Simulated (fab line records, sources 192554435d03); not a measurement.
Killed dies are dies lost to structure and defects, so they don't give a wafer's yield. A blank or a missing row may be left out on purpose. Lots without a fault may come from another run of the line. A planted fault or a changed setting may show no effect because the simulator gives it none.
Chamber matching | flow n5_finfet | N5_FIN_CUT_ETCH_30 on rie_diel-05: 4 sister chambers
The step etches underlayer in N2/H2, target depth 13 nm, time 10.4 s. 4 wafers are shown with their chamber, then 10 later ones without.

WAFERS WITH THEIR CHAMBER
wafer  | chamber | drypump_motor_current_A (A)
L087.6 | 2       | 5.7
L088.5 | 1       | 5.8
L094.1 | 0       | 5.4
L094.2 | 3       | 5.0

WAFERS WITHOUT THEIR CHAMBER
wafer  | drypump_motor_current_A (A)
L094.6 | 5.5
L095.1 | 5.8
L095.5 | 5.8
L095.6 | 5.5
L096.1 | 5.7
L096.2 | 5.5
L096.6 | 5.7
L097.1 | 5.7
L097.3 | 5.8
L097.5 | 5.8

WHICH CHAMBER EACH WENT THROUGH
wafer  | from the rows above     | in truth
L094.6 | can't be placed: 0 or 2 | 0
L095.1 | can't be placed: 1 or 2 | 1
L095.5 | can't be placed: 1 or 2 | 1
L095.6 | can't be placed: 0 or 2 | 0
L096.1 | can't be placed: 2 or 1 | 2
L096.2 | can't be placed: 0 or 2 | 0
L096.6 | can't be placed: 2 or 1 | 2
L097.1 | can't be placed: 2 or 1 | 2
L097.3 | can't be placed: 1 or 2 | 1
L097.5 | can't be placed: 1 or 2 | 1
Placed correctly: 0 of 10. Can't be placed from these rows: 10 (the true chamber is among the candidates in 10). Placed wrongly: 0.
How it was worked out, from the rows above alone: a wafer's distance from a chamber is the root of the sum, over the readings, of the square of ((its reading less the chamber's mean) divided by the reading's scatter). The wafer belongs to the nearest chamber; if the next one is less than 2 further off, it can't be placed. A chamber's mean is the mean of its shown wafers. The scatter: with one shown wafer a chamber, the root of the mean of the squares of how far each hidden wafer lies from its nearest shown one.
